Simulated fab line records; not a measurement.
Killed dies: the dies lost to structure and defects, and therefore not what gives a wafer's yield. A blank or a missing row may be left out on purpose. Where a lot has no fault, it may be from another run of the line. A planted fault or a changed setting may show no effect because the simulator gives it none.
Shared-tool check	flow n5_finfet	Sample size 9 lots and 27 wafers

THE REASON FOR OPENING IT
Of 9 lots, 1 have the reading CJ_N flagged at N5_BEOL_M4_RC_MEAS_101. Fault-free wafers read 4.30, with a standard deviation of 0.078.
Rule: a lot is flagged in two cases, either no wafer of it has a number, or all its wafers with numbers fall more than 4 standard deviations from that mean. The rest of the lots are taken to be sound.

lot	measured	on	CJ_N, wafer by wafer	flag
L936	day 8 23:19	prober-02	4.32 4.32 4.25	
L944	day 10 13:35	prober-02	4.26 4.24 4.21	
L945	day 10 13:52	prober-01	4.27 4.30 4.35	
L949	day 11 17:46	prober-02	4.21 4.22 4.27	
L948	day 11 19:24	prober-01	3.38 3.39 3.42	FLAGGED
L952	day 12 16:20	prober-01	4.29 4.33 4.20	
L954	day 13 08:45	prober-02	4.36 4.34 4.40	
L956	day 13 09:34	prober-01	4.26 4.29 4.23	
L955	day 13 10:04	prober-02	4.33 4.38 4.40	
On average the flagged lots' numbers are 3.40, which is -0.90 against the usual, or -12 standard deviations.

EACH LOT AND THE TOOL IT RAN ON
The record holds 2 process steps before the reading, out of a route of 1938 steps. In each cell: the tool, then ch and the chambers that the sampled wafers went through, then the start.
lot	flag	N5_ZERO_LAYER_PECVD_02	N5_ZERO_LAYER_ETCH_18
L936		pecvd-01 ch 0,1,2, day 1 18:17	rie_si-03 ch 0,2,3, day 1 19:13
L944		pecvd-03 ch 0,1, day 3 18:17	rie_si-02 ch 0,1,2, day 3 19:55
L945		pecvd-02 ch 0,1, day 4 00:17	rie_si-05 ch 1,2, day 4 00:55
L949		pecvd-03 ch 1,2, day 5 00:17	rie_si-03 ch 0,2, day 5 01:35
L948	FLAGGED	pecvd-02 ch 0,1,2, day 4 18:17	rie_si-03 ch 0,1, day 4 19:31
L952		pecvd-01 ch 1,2, day 5 18:17	rie_si-02 ch 1,2,3, day 5 18:56
L954		pecvd-01 ch 0,1, day 6 06:17	rie_si-03 ch 0,2,3, day 6 07:01
L956		pecvd-02 ch 0,1,2, day 6 18:19	rie_si-02 ch 1,2, day 6 18:59
L955		pecvd-01 ch 0,1,2, day 6 12:17	rie_si-03 ch 2,3, day 6 14:28
What is done by these steps:
- N5_ZERO_LAYER_PECVD_02: deposits SiO2 from SiH4/N2O, target thk 10 nm, time 6 s.
- N5_ZERO_LAYER_ETCH_18: etches Si in HBr/Cl2, target depth 120 nm, time 40 s.
- N5_BEOL_M4_RC_MEAS_101

FLAGGED OVER TOTAL, TOOL BY TOOL (the gauges that took the reading come last)
step	tool	lots run	flagged	share of the flagged lots	sound lots run after its first flagged lot
N5_ZERO_LAYER_PECVD_02	pecvd-01	4	0	none	-
N5_ZERO_LAYER_PECVD_02	pecvd-02	3	1	all	1 (L956)
N5_ZERO_LAYER_PECVD_02	pecvd-03	2	0	none	-
N5_ZERO_LAYER_ETCH_18	rie_si-02	3	0	none	-
N5_ZERO_LAYER_ETCH_18	rie_si-03	5	1	all	3 (L949,L954,L955)
N5_ZERO_LAYER_ETCH_18	rie_si-05	1	0	none	-
N5_BEOL_M4_RC_MEAS_101	prober-01	4	1	all	2 (L952,L956)
N5_BEOL_M4_RC_MEAS_101	prober-02	5	0	none	-

WHAT THE TABLE PERMITS
pecvd-02 at N5_ZERO_LAYER_PECVD_02, rie_si-03 at N5_ZERO_LAYER_ETCH_18 and prober-01 at N5_BEOL_M4_RC_MEAS_101: these 3 rows of the table ran every flagged lot.
- pecvd-02 at N5_ZERO_LAYER_PECVD_02 ran 3 lots, 1 of them flagged. Lots that were sound ran on it after the first flagged one (L956); a persistent fault on the entire tool would not allow that. On the flagged lots its readings are blank where sound lots have values: chamber_pressure_Torr, heater_power_outer_w, heater_power_w, showerhead_plenum_p_Torr and 1 more.
- rie_si-03 at N5_ZERO_LAYER_ETCH_18 ran 5 lots, 1 of them flagged. Lots that were sound ran on it after the first flagged one (L949, L954, L955); a persistent fault on the entire tool would not allow that.
- prober-01 at N5_BEOL_M4_RC_MEAS_101 ran 4 lots, 1 of them flagged. Lots that were sound ran on it after the first flagged one (L952, L956); a persistent fault on the entire tool would not allow that.
None of the table's rows ran every flagged lot and, after the first, no sound lot.

WHAT THE SIMULATOR HAD PUT IN
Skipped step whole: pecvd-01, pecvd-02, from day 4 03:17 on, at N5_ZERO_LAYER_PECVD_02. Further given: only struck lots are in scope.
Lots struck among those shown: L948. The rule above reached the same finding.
